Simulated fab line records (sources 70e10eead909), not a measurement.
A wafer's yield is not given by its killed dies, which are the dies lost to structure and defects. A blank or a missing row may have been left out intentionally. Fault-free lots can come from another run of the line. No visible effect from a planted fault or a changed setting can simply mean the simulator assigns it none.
fab line records	flow nand_harc
record: lots: 6	wafers: 18	last_day: 30
route steps=1302 shown P_M0@262 P_M1@285 END@1302
lots that met no fault: taken from a fault-free run of the same line
start_h: hours from the record's opening day to when the first of the lot's shown wafers began	wait_h: hours elapsed since this lot's preceding step	" identical to the entry in the row above	L1.1+2: a single row standing in for several wafers	- no value, or no start given	* or withheld: withheld	< > ~ a bound
route shown NAME@n: a module of which the file shows steps, and the number in the route of the first	usual: mean/standard deviation taken from wafers without a fault	same: alike in all rows	chamber/n: place in a boat	sites: per-site readings	_std_site: the standard deviation of these	_edge_site: inner sites' mean taken away from outer sites' mean	radius_mm: for every site, how far away it sits from the centre of the wafer	mask NAME#n: copy n	behind: the tool/chamber that last shaped the wafer	hold: reason for holding the lot/hours on hold/outcome of the hold	device: transistor that didn't switch, given as n, p or np	end of line: the route-end tests of the same wafers	a step without rows: its recipe alone	killed: the dies lost at the first sort to structure and to defects; this is not the yield of the wafer	map: dies across one wafer; x = killed, . = not, _ = none there
set.NAME: the setting that was run; set.NAME@STEP: the one run at that earlier step	model.NAME: the simulator's own value behind a step, which no gauge read
lots at selected steps of the route; one table per step, one row per wafer
services: a tool's chamber out of use, with start hour (start_h, from the record's first day; less than 0 if before it), hours out, and reason
== steps ==
step: NHARC_P_M0_DEVELOP_08
recipe: develop_time_s: 35	dev_temp_c: 23
step: NHARC_P_M0_CD_MEAS_09
recipe: target_cd_nm: 90	landing_energy_ev: 500
usual: cd_nm: 89.7/0.71
lot.wafer	tool	chamber	start_h	wait_h	cd_nm
L357.3	cd_sem-01	0	145.31	-	88.4
L357.4	"	0	"	"	88.7
L357.5	"	0	"	"	88.5
L362.1	cd_sem-02	0	197.93	-	89.3
L362.2	"	0	"	"	91.1
L362.4	"	0	"	"	90.3
L364.1	cd_sem-01	0	217.31	-	89.3
L364.3	"	0	"	"	89.8
L364.4	"	0	"	"	89.5
L365.3	cd_sem-01	0	223.44	-	89.8
L365.5	"	0	"	"	88.9
L365.6	"	0	"	"	89.4
L371.1	cd_sem-02	0	287.50	-	89.3
L371.3	"	0	"	"	90.6
L371.6	"	0	"	"	90.1
L372.4	cd_sem-01	0	288.27	-	89.7
L372.5	"	0	"	"	89.7
L372.6	"	0	"	"	89.4
step: NHARC_P_M0_OVL_MEAS_10
recipe: pitch_nm: 180
usual: overlay_x_nm: 0.1/0.77	overlay_y_nm: 0.1/0.72
lot.wafer	tool	chamber	start_h	wait_h	overlay_x_nm	overlay_y_nm
L357.3	overlay-01	-	145.40	-	-0.5	-0.3
L357.4	"	-	"	"	-1.3	0.0
L357.5	"	-	"	"	-0.7	0.0
L362.1	overlay-01	-	198.02	-	-0.2	0.3
L362.2	"	-	"	"	0.2	0.8
L362.4	"	-	"	"	0.0	0.5
L364.1	overlay-02	-	217.40	-	-1.3	-0.1
L364.3	"	-	"	"	-0.4	0.0
L364.4	"	-	"	"	-0.7	-0.7
L365.3	overlay-01	-	223.52	-	0.5	0.0
L365.5	"	-	"	"	0.0	-0.7
L365.6	"	-	"	"	-0.4	-1.2
L371.1	overlay-01	-	287.59	-	0.4	-0.5
L371.3	"	-	"	"	0.4	-0.4
L371.6	"	-	"	"	0.5	-0.5
L372.4	overlay-01	-	288.35	-	-0.5	0.8
L372.5	"	-	"	"	-0.9	0.5
L372.6	"	-	"	"	-0.4	0.2
step: NHARC_P_M0_INSPECT_11
usual: raw_defect_count: 4.0/2.3
lot.wafer	tool	chamber	start_h	wait_h	raw_defect_count
L357.3	defect_inspect-02	-	145.43	0.0	2
L357.4	"	-	"	"	6
L357.5	"	-	"	"	3
L362.1	defect_inspect-02	-	198.05	0.0	0
L362.2	"	-	"	"	1
L362.4	"	-	"	"	2
L364.1	defect_inspect-02	-	217.44	0.0	4
L364.3	"	-	"	"	3
L364.4	"	-	"	"	4
L365.3	defect_inspect-02	-	223.56	0.0	5
L365.5	"	-	"	"	2
L365.6	"	-	"	"	2
L371.1	defect_inspect-01	-	287.62	0.0	6
L371.3	"	-	"	"	4
L371.6	"	-	"	"	7
L372.4	defect_inspect-01	-	288.38	0.0	5
L372.5	"	-	"	"	2
L372.6	"	-	"	"	1
step: NHARC_P_M0_DESCUM_14
recipe: time_s: 3	o2_flow_sccm: 200	ar_flow_sccm: 0	bias_power_w: 0	chemistry: O2
step: NHARC_P_M0_ETCH_34
recipe: target_depth_a: 400	overetch_a: 120	time_s: 43.94	ion_energy_ev: 200	n2_flow_sccm: 150	h2_flow_sccm: 150	ar_flow_sccm: 0	rf_w: 400	bias_w: 150	chemistry: N2/H2
usual: chamber_pressure_mTorr: 30.000/0.029	drypump_motor_current_A: 5.9/0.35	oes_product_au: 1.000/0.0084	rf_fwd_power_W: 395.3/1.8	rf_vpp_V: 431.3/2.9	showerhead_plenum_p_Torr: 2.07/0.1	throttle_valve_pct: 14.171/0.0088
lot.wafer	tool	chamber	start_h	wait_h	chamber_pressure_mTorr	drypump_motor_current_A	oes_product_au	rf_fwd_power_W	rf_hours_counter_h	rf_vpp_V	showerhead_plenum_p_Torr	throttle_valve_pct
L357.3	rie_diel-07	1	145.58	0.1	29.986	6.0	0.993	396.1	2	433.0	2.15	14.178
L357.4	"	0	"	"	29.906	6.2	1.016	394.8	2	434.7	2.15	14.171
L357.5	"	2	"	"	30.024	6.1	1.004	397.7	-	425.6	1.88	14.159
L362.1	rie_diel-04	1	198.21	0.1	30.009	5.3	1.004	395.1	2	435.7	2.22	14.175
L362.2	"	2	"	"	30.021	5.7	1.002	396.5	2	432.4	2.07	14.179
L362.4	"	3	"	"	30.020	6.2	0.989	394.5	2	431.6	2.05	14.172
L364.1	rie_diel-11	3	217.64	0.1	29.950	5.9	1.009	395.9	43	425.9	1.90	14.149
L364.3	"	1	"	"	30.033	5.8	0.979	390.3	40	432.8	2.14	14.163
L364.4	"	2	"	"	29.985	5.6	1.006	394.8	43	426.8	1.91	14.175
L365.3	rie_diel-04	2	223.70	0.1	30.014	5.7	1.005	396.3	10	431.7	2.07	14.177
L365.6	"	2	"	"	30.001	5.7	0.999	393.8	-	431.7	2.07	14.161
L365.5	"	3	"	"	29.990	6.2	0.991	396.6	-	431.2	2.05	14.177
L371.1	rie_diel-04	1	287.82	0.1	30.080	5.4	1.003	394.5	30	435.7	2.21	14.171
L371.3	"	2	"	"	30.067	5.7	0.999	398.3	32	432.4	2.06	14.168
L371.6	"	2	"	"	30.017	5.7	1.000	398.4	-	431.5	2.06	14.188
L372.5	rie_diel-11	0	288.57	0.1	29.996	6.4	1.001	397.0	-	430.2	2.02	14.167
L372.4	"	1	"	"	29.993	5.8	0.991	391.6	-	433.1	2.13	14.167
L372.6	"	2	"	"	30.002	5.5	0.987	394.3	-	427.3	1.91	14.142
step: NHARC_P_M0_ETCH_15
recipe: target_depth_a: 1500	overetch_a: 150	time_s: 82.5	c4f8_flow_sccm: withheld	ar_flow_sccm: 400	rf_w: 600	bias_w: 300	chemistry: C4F8/Ar
usual: chamber_pressure_mTorr: 25.000/0.021	oes_product_au: 0.957/0.019	rf_fwd_power_W: 595.5/2.2	rf_vpp_V: 442/3.1
lot.wafer	tool	chamber	start_h	wait_h	chamber_pressure_mTorr	oes_product_au	rf_fwd_power_W	rf_hours_counter_h	rf_vpp_V
L357.4	rie_diel-07	1	-	-	24.992	0.984	596.6	2	446
L357.3	"	2	"	"	24.988	0.998	595.9	2	436
L357.5	"	2	"	"	25.037	0.993	595.0	-	438
L362.1	rie_diel-04	3	-	-	24.965	0.972	592.2	2	441
L362.4	"	0	"	"	24.994	0.956	593.1	2	439
L362.2	"	1	"	"	25.009	0.958	595.2	2	446
L364.4	rie_diel-11	1	-	-	25.017	0.910	594.0	40	443
L364.3	"	3	"	"	24.979	0.935	594.0	43	437
L364.1	"	0	"	"	24.990	0.940	600.6	43	441
L365.3	rie_diel-04	3	-	-	24.985	0.960	595.0	8	441
L365.5	"	3	"	"	24.986	0.952	595.5	-	441
L365.6	"	0	"	"	24.953	0.971	594.2	-	439
L371.3	rie_diel-04	1	-	-	25.027	0.929	593.8	30	446
L371.1	"	2	"	"	24.963	0.940	596.1	32	441
L371.6	"	1	"	"	25.035	0.929	596.2	-	445
L372.4	rie_diel-11	2	-	-	24.997	0.929	595.3	-	437
L372.6	"	0	"	"	25.008	0.937	595.0	-	441
L372.5	"	1	"	"	25.019	0.927	590.7	-	444
step: NHARC_P_M0_CD_MEAS_16
usual: cd_nm: 90.0/0.85
lot.wafer	tool	chamber	start_h	wait_h	cd_nm
L357.3	cd_sem-03	-	145.80	-	88.7
L357.4	"	-	"	"	89.2
L357.5	"	-	"	"	88.9
L362.1	cd_sem-02	-	198.41	-	89.5
L362.2	"	-	"	"	91.6
L362.4	"	-	"	"	91.5
L364.1	cd_sem-03	-	217.86	-	89.8
L364.3	"	-	"	"	89.1
L364.4	"	-	"	"	88.9
L365.3	cd_sem-02	-	223.92	-	89.1
L365.5	"	-	"	"	88.9
L365.6	"	-	"	"	89.2
L371.1	cd_sem-02	-	288.05	-	89.6
L371.3	"	-	"	"	91.0
L371.6	"	-	"	"	91.5
L372.4	cd_sem-02	-	289.27	-	89.9
L372.5	"	-	"	"	89.1
L372.6	"	-	"	"	89.1
step: NHARC_P_M0_STRIP_18
recipe: power_w: 1000	n2_flow_sccm: 150	h2_flow_sccm: 150	ar_flow_sccm: 0	bias_w: 0	chemistry: N2/H2
step: NHARC_P_M0_STRIP_19
recipe: time_s: 600	temp_c: 30	chemistry: post_etch_residue_remover
step: NHARC_P_M0_DEGAS_28
recipe: temp_c: 250	time_s: 60
step: NHARC_P_M0_PRE_CLEAN_29
recipe: time_s: 30	temp_c: 280	gas: H2/He
usual: heater_power_w: 441/38
lot.wafer	tool	chamber	start_h	wait_h	heater_power_w
L357.3	pvd_sputter-02	-	-	-	453
L357.4	"	-	"	"	427
L357.5	"	-	"	"	462
L362.1	pvd_sputter-02	-	-	-	426
L362.2	"	-	"	"	460
L362.4	"	-	"	"	445
L364.1	pvd_sputter-01	-	-	-	461
L364.3	"	-	"	"	434
L364.4	"	-	"	"	426
L365.3	pvd_sputter-03	-	-	-	423
L365.6	"	-	"	"	431
L365.5	"	-	"	"	368
L371.1	pvd_sputter-01	-	-	-	436
L371.3	"	-	"	"	452
L371.6	"	-	"	"	554
L372.4	pvd_sputter-01	-	-	-	459
L372.5	"	-	"	"	453
L372.6	"	-	"	"	433
step: NHARC_P_M0_PVD_20
recipe: target_thk_a: 50	bias_v: 168.6	power_w: 15000	chamber_pressure_pa: 0.12	time_s: 8.06	substrate_temp_c: 50	material: TaN
usual: throttle_valve_pct: 29.9/0.96
lot.wafer	tool	chamber	start_h	wait_h	throttle_valve_pct
L357.3	pvd_sputter-02	-	146.54	-	31.4
L357.4	"	-	"	"	28.9
L357.5	"	-	"	"	31.2
L362.4	pvd_sputter-02	-	199.15	-	29.7
L362.1	"	-	"	"	29.3
L362.2	"	-	"	"	30.0
L364.1	pvd_sputter-01	-	218.59	-	29.6
L364.4	"	-	"	"	28.8
L364.3	"	-	"	"	29.6
L365.3	pvd_sputter-03	-	224.68	-	28.7
L365.5	"	-	"	"	28.4
L365.6	"	-	"	"	31.2
L371.1	pvd_sputter-01	-	288.78	-	30.6
L371.3	"	-	"	"	30.2
L371.6	"	-	"	"	30.4
L372.4	pvd_sputter-01	-	290.08	-	29.6
L372.5	"	-	"	"	30.5
L372.6	"	-	"	"	30.4
step: NHARC_P_M0_PVD_21
recipe: target_thk_a: 300	chamber_pressure_pa: 5	power_w: 5000	substrate_temp_c: 30	time_s: 20.49	material: Cu
step: NHARC_P_M0_ECD_22
recipe: target_thk_a: 4000	bath_temp_c: 25	material: Cu
step: NHARC_P_M0_ANNEAL_30
recipe: temp_c: 225	time_s: 90
usual: wafer_temp_C_max: 226.09/0.24
lot.wafer	tool	chamber	start_h	wait_h	wafer_temp_C_max
L357.3	rtp_anneal-01	0	147.25	0.3	226.30
L357.4	"	0	"	"	226.69
L357.5	"	0	"	"	226.38
L362.1	rtp_anneal-01	0	199.77	-	225.89
L362.2	"	0	"	"	225.89
L362.4	"	0	"	"	226.11
L364.1	rtp_anneal-02	0	219.22	-	225.85
L364.3	"	0	"	"	226.13
L364.4	"	0	"	"	225.78
L365.3	rtp_anneal-01	0	225.40	0.3	226.15
L365.5	"	0	"	"	226.67
L365.6	"	0	"	"	226.28
L371.1	rtp_anneal-02	0	289.40	0.3	225.91
L371.3	"	0	"	"	226.12
L371.6	"	0	"	"	226.17
L372.4	rtp_anneal-01	0	290.86	-	225.78
L372.5	"	0	"	"	226.18
L372.6	"	0	"	"	226.08
step: NHARC_P_M0_CMP_23
recipe: t_overpolish_s: 20	target_thk_nm: 117.54
usual: motor_current_A: 12.0/1.3	time_to_endpoint_s: 27.9/2.6
same: t_overpolish_s: 20
lot.wafer	tool	chamber	start_h	wait_h	motor_current_A	time_to_endpoint_s
L357.4	cmp-02	0	147.49	-	11.5	26.2
L357.3	"	1	"	"	11.0	24.3
L357.5	"	1	"	"	10.9	26.5
L362.1	cmp-02	2	200.12	-	13.1	29.6
L362.4	"	0	"	"	10.5	28.7
L362.2	"	1	"	"	10.8	28.2
L364.3	cmp-04	2	219.56	-	14.0	26.8
L364.1	"	3	"	"	10.2	29.2
L364.4	"	1	"	"	11.8	26.0
L365.3	cmp-01	3	225.69	-	11.0	23.2
L365.6	"	1	"	"	13.6	23.4
L365.5	"	2	"	"	12.5	27.1
L371.1	cmp-02	3	289.74	-	12.6	30.2
L371.3	"	1	"	"	11.4	27.9
L371.6	"	0	"	"	10.6	28.4
L372.4	cmp-02	1	291.10	-	10.7	27.7
L372.6	"	3	"	"	12.0	27.8
L372.5	"	0	"	"	11.0	28.4
step: NHARC_P_M0_THK_MEAS_24
recipe: thk_meas_gauge: xrf
usual: thk_nm: 117.4/1.5
lot.wafer	tool	chamber	start_h	wait_h	thk_nm
L357.3	film_metro-01	-	147.81	-	116.6
L357.4	"	-	"	"	116.8
L357.5	"	-	"	"	116.1
L362.1	film_metro-01	-	200.44	-	116.6
L362.2	"	-	"	"	116.9
L362.4	"	-	"	"	116.0
L364.1	film_metro-01	-	219.88	-	121.2
L364.3	"	-	"	"	118.0
L364.4	"	-	"	"	117.1
L365.3	film_metro-01	-	225.95	-	116.0
L365.5	"	-	"	"	116.3
L365.6	"	-	"	"	116.1
L371.1	film_metro-02	-	290.06	-	117.5
L371.3	"	-	"	"	116.0
L371.6	"	-	"	"	117.7
L372.4	film_metro-01	-	291.37	-	116.3
L372.5	"	-	"	"	117.5
L372.6	"	-	"	"	116.5
step: NHARC_P_M0_SRD_25
step: NHARC_P_M0_PRE_CLEAN_31
recipe: time_s: 12	temp_c: 370	rf_power_w: 300	gas: NH3
step: NHARC_P_M0_DEP_32
recipe: target_thk_a: 300	temp_c: 370	target_thk_nm: 30	pressure_torr: 3	flow_sccm: 200	rf_w: 450	material: SiCN
step: NHARC_P_M1_DEP_00
recipe: target_thk_a: 1825	target_thk_nm: 182.5	temp_c: withheld	pressure_torr: 5	flow_sccm: 200	rf_w: 600	material: SiOC
step: NHARC_P_M1_DEHYDRATE_01
recipe: temp_c: 150	time_s: 120
step: NHARC_P_M1_HMDS_02
recipe: time_s: 30
step: NHARC_P_M1_COAT_34
recipe: temp_c: 200	time_s: 65
step: NHARC_P_M1_COAT_03
recipe: spin_rpm: 1500	resist_thk_nm: 90
step: NHARC_P_M1_SOFTBAKE_04
recipe: temp_c: 105	time_s: 55
step: NHARC_P_M1_EBR_05
step: NHARC_P_M1_EXPOSE_06
recipe: na: 1.35	target_cd_nm: 130	dose_mj: 81.88	mask_id: P_M1
step: NHARC_P_M1_PEB_07
recipe: peb_temp_c: 100	peb_time_s: 65
step: NHARC_P_M1_DEVELOP_08
recipe: develop_time_s: 35	dev_temp_c: 23
step: NHARC_P_M1_CD_MEAS_09
recipe: target_cd_nm: 130	landing_energy_ev: 500
usual: cd_nm: 129.9/0.69
lot.wafer	tool	chamber	start_h	wait_h	cd_nm
L357.3	cd_sem-03	0	149.23	-	130.1
L357.4	"	0	"	"	129.5
L357.5	"	0	"	"	129.4
L362.1	cd_sem-03	0	201.95	-	130.1
L362.2	"	0	"	"	129.9
L362.4	"	0	"	"	129.5
L364.1	cd_sem-03	0	221.44	-	128.7
L364.3	"	0	"	"	129.8
L364.4	"	0	"	"	129.4
L365.3	cd_sem-03	0	227.48	-	129.5
L365.5	"	0	"	"	129.7
L365.6	"	0	"	"	129.2
L371.1	cd_sem-01	0	291.63	-	130.8
L371.3	"	0	"	"	130.5
L371.6	"	0	"	"	131.2
L372.4	cd_sem-02	0	292.83	-	130.6
L372.5	"	0	"	"	131.0
L372.6	"	0	"	"	130.7
step: NHARC_P_M1_OVL_MEAS_10
recipe: pitch_nm: 260
usual: overlay_x_nm: 0.1/0.9	overlay_y_nm: 0.3/0.84
lot.wafer	tool	chamber	start_h	wait_h	overlay_x_nm	overlay_y_nm
L357.3	overlay-02	-	149.32	-	-0.4	0.7
L357.4	"	-	"	"	0.2	0.9
L357.5	"	-	"	"	0.2	0.4
L362.1	overlay-02	-	202.04	-	-0.9	0.0
L362.2	"	-	"	"	-1.0	0.3
L362.4	"	-	"	"	-1.1	0.4
L364.1	overlay-01	-	221.52	-	-0.2	-0.7
L364.3	"	-	"	"	-0.2	-0.9
L364.4	"	-	"	"	-0.4	-0.4
L365.3	overlay-02	-	227.57	-	-0.4	0.1
L365.5	"	-	"	"	-1.2	0.5
L365.6	"	-	"	"	-0.7	-0.1
L371.1	overlay-01	-	291.72	-	-1.3	1.2
L371.3	"	-	"	"	-1.4	0.7
L371.6	"	-	"	"	-0.8	1.3
L372.4	overlay-01	-	292.91	-	-0.4	0.3
L372.5	"	-	"	"	-0.5	0.6
L372.6	"	-	"	"	-0.4	0.9
step: NHARC_P_M1_DESCUM_14
recipe: time_s: 3	o2_flow_sccm: 200	ar_flow_sccm: 0	bias_power_w: 0	chemistry: O2
step: NHARC_P_M1_ETCH_35
recipe: target_depth_a: 400	overetch_a: 120	time_s: 43.94	ion_energy_ev: 200	n2_flow_sccm: 150	h2_flow_sccm: 150	ar_flow_sccm: 0	rf_w: 400	bias_w: 150	chemistry: N2/H2
step: NHARC_P_M1_ETCH_15
recipe: target_depth_a: 1825	time_s: 91.2	c4f8_flow_sccm: withheld	ar_flow_sccm: 400	rf_w: 600	bias_w: 300	chemistry: C4F8/Ar
step: NHARC_P_M1_CD_MEAS_16
usual: cd_nm: 130.1/0.8
lot.wafer	tool	chamber	start_h	wait_h	cd_nm
L357.3	cd_sem-01	-	149.73	-	129.7
L357.4	"	-	"	"	128.9
L357.5	"	-	"	"	129.5
L362.1	cd_sem-01	-	202.45	-	129.5
L362.2	"	-	"	"	130.1
L362.4	"	-	"	"	130.0
L364.1	cd_sem-01	-	221.93	-	128.7
L364.3	"	-	"	"	129.7
L364.4	"	-	"	"	129.2
L365.3	cd_sem-02	-	227.98	-	130.0
L365.5	"	-	"	"	129.9
L365.6	"	-	"	"	128.6
L371.1	cd_sem-03	-	292.12	-	131.4
L371.3	"	-	"	"	130.4
L371.6	"	-	"	"	131.6
L372.4	cd_sem-02	-	293.32	-	129.9
L372.5	"	-	"	"	131.3
L372.6	"	-	"	"	130.8
step: NHARC_P_M1_STRIP_18
recipe: power_w: 1000	n2_flow_sccm: 150	h2_flow_sccm: 150	ar_flow_sccm: 0	bias_w: 0	chemistry: N2/H2
step: NHARC_P_M1_ETCH_28
recipe: target_depth_a: 300	over_etch_frac: 0.3	time_s: 72.99	ion_energy_ev: 150	cf4_flow_sccm: 50	n2_flow_sccm: 100	ar_flow_sccm: 150	rf_w: 300	bias_w: 100	chemistry: CF4/N2
step: NHARC_END_SORT_01
recipe: temp_c: 25
usual: defect_limited_yield: 89.8/2.4	killed_at_array: 64/16	killed_at_other: 1.0/1.1	killed_at_periphery: 3.5/2.3	killed_dies: 69/17	killed_open: 3.2/1.6	killed_short: 2.4/1.6
same: gross_dies: 677
lot.wafer	tool	chamber	start_h	wait_h	defect_limited_yield[%]	killed_at_array	killed_at_other	killed_at_periphery	killed_dies	killed_open	killed_short
L372.4	prober-01	0	713.69	3.4	77.1	90	0	65	155	3	1
L372.5	prober-01	0	714.48	3.7	73.3	93	0	88	181	3	1
L372.6	prober-01	0	715.28	4.0	81.1	85	0	43	128	3	4
L371.1	prober-02	0	724.38	2.5	80.5	57	0	75	132	4	4
L371.3	prober-02	0	726.00	3.1	81.4	77	0	49	126	4	2
L371.6	prober-02	0	728.43	4.1	79.6	55	0	83	138	1	1
killed by level:class
L372.4 P_M0:unspecified=65 A_CHANNEL_HOLE_D1:chamber_film_flake=32 A_SLIT:chamber_film_flake=28 A_CONTACT:chamber_film_flake=9 A_CHANNEL_HOLE_D2:chamber_film_flake=8 A_STAIRCASE:chamber_film_flake=3 A_M0:geometric_particle:open=2 A_DECK1_JOINT:chamber_film_flake=2
L372.5 P_M0:unspecified=84 A_CHANNEL_HOLE_D1:chamber_film_flake=40 A_SLIT:chamber_film_flake=31 A_CONTACT:chamber_film_flake=10 A_CHANNEL_HOLE_D2:chamber_film_flake=7 P_M2:chamber_film_flake=2 P_CONTACT:geometric_particle:open=1 P_M1:geometric_particle:short=1
L372.6 P_M0:unspecified=40 A_CHANNEL_HOLE_D1:chamber_film_flake=32 A_SLIT:chamber_film_flake=28 A_CONTACT:chamber_film_flake=9 A_CHANNEL_HOLE_D2:chamber_film_flake=4 P_M2:chamber_film_flake=3 A_ZERO_WELL:chamber_film_flake=3 A_ONON_D1:geometric_particle:short=1
L371.1 P_M0:unspecified=71 A_SLIT:chamber_film_flake=17 A_CHANNEL_HOLE_D2:chamber_film_flake=15 A_CHANNEL_HOLE_D1:chamber_film_flake=5 P_CONTACT:chamber_film_flake=4 A_DECK1_JOINT:chamber_film_flake=4 A_STAIRCASE:chamber_film_flake=3 A_ONON_D1:geometric_particle:open=2
L371.3 P_M0:unspecified=42 A_CHANNEL_HOLE_D2:chamber_film_flake=31 A_SLIT:chamber_film_flake=29 A_CHANNEL_HOLE_D1:chamber_film_flake=6 A_STAIRCASE:chamber_film_flake=3 A_BONDPAD:chamber_film_flake=3 P_STI:chamber_film_flake=2 P_CONTACT:chamber_film_flake=2
L371.6 P_M0:unspecified=81 A_SLIT:chamber_film_flake=22 A_CHANNEL_HOLE_D2:chamber_film_flake=15 A_CHANNEL_HOLE_D1:chamber_film_flake=5 A_CONTACT:chamber_film_flake=5 A_ZERO_WELL:chamber_film_flake=3 A_STAIRCASE:chamber_film_flake=2 A_ONON_D1:geometric_particle:short=1
map L371.6 (x killed, . not)
____________.____________
_________......._________
_______..........._______
______.............______
_____....x.x........_____
____.....x.........x.____
____.......x.........____
___.................x.___
___...............xx..___
__.............x..xxxxx__
__.........x...x...xxxx__
_..............x.xxxxxxx_
_...........xx.....xxxxx_
_...........xxx.....xxxx_
_..........xxxxxxxxxxxx._
_........xxxxxxxxx.xxxx._
..........xxxxxxxx..x.x..
.........xxxxxxxx.x..x...
........x.xxxxxxxxx......
..........xxxxxxxx.......
..........xxxxxxx...x....
_........x.xxxxxx..x...._
_..........xxxxxx......._
_..........xx.xx...x...._
_.............x........._
_.............x........._
__...............x.....__
__..............x......__
___.x.................___
___...................___
____.................____
____.................____
_____..............._____
______............x______
_______..........._______
_________......._________
____________.____________
map L372.5 (x killed, . not)
____________.____________
_________......._________
_______..x........_______
______x............______
_____......x........_____
____.................____
____......x........xx____
___...............x..x___
___...x...........x.xx___
__x...x.x.........xxxxx__
__..........xx.x....xx.__
_...........x..x..xxxxx._
_............xx..xxxxxx._
_.....x....xxxxxx...xxx._
_.........x..xxxx...xx.._
_..x......xxxxxxx.x.x..._
....xxx.x.xxxxxxxx...x...
.......xxxxxxxxxxxx..x...
......xxx.xxxxxxxx.......
....xxxxx.xxxxxxxx.......
....xxx.xxxxxxxxxx.......
_....x.xxx.xxxxxx......._
_....xxxxxxxxxxxxx......_
_..xxx.xx..xxxx........._
_..x.xxxx..x...x........_
_..x.....x.............._
__......x...........x..__
__.....................__
___........x..........___
___....x........x.....___
____.................____
____..x....x..x.....x____
_____..............._____
______.....x.......______
_______..........._______
_________......._________
____________.____________
== services ==
tool	chamber	start_h	hours	kind
cmp-02	-	134.57	4.0	pm
pvd_sputter-03	-	137.86	2.8	repair
cmp-02	-	145.19	2.3	repair
rie_diel-04	1	151.58	1.9	repair
cmp-01	-	154.47	1.5	repair
rie_diel-07	1	155.18	8.4	repair
rie_diel-04	1	157.93	2.0	repair
cmp-04	-	160.93	3.5	repair
rie_diel-07	-	162.56	0.9	repair
pvd_sputter-03	-	170.04	10.0	pm
rie_diel-04	-	177.90	9.0	pm
rie_diel-07	1	179.28	12.6	repair
pvd_sputter-03	-	181.29	1.3	repair
pvd_sputter-01	-	187.57	3.2	repair
rie_diel-11	1	209.86	6.0	repair
cmp-02	-	212.43	1.5	repair
rie_diel-07	2	213.35	5.8	repair
pvd_sputter-01	-	226.00	10.0	pm
cmp-02	-	232.71	4.0	pm
pvd_sputter-02	-	239.40	1.9	repair
pvd_sputter-02	-	243.30	18.0	repair
rie_diel-11	-	255.63	9.0	pm
rie_diel-11	0	277.87	5.9	repair
pvd_sputter-02	-	282.00	10.0	pm
== key ==
first_sign: step: NHARC_END_SORT_01	reading: killed_at_periphery	direction: up	sigmas: 27	usual: 3.5	struck: 67.2
effect: step: NHARC_END_SORT_01	reading: defect_limited_yield	direction: down	sigmas: 4.5	usual: 89.8	struck: 78.8
more_kills_born_at: NHARC_P_M0_PVD_20@pvd_sputter-01: 383
met_at NHARC_P_M0_PVD_20
struck_wafers L371.1,L371.3,L371.6,L372.4,L372.5,L372.6
onset_between 218.59 288.78
also_fits time
fault: kind: chamber_particle_source	tool: pvd_sputter-01	chamber: -	onset_h: 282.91	steps: NHARC_P_M0_PVD_20	rate_per_visit_cm2: 0.80417	end_h: 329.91
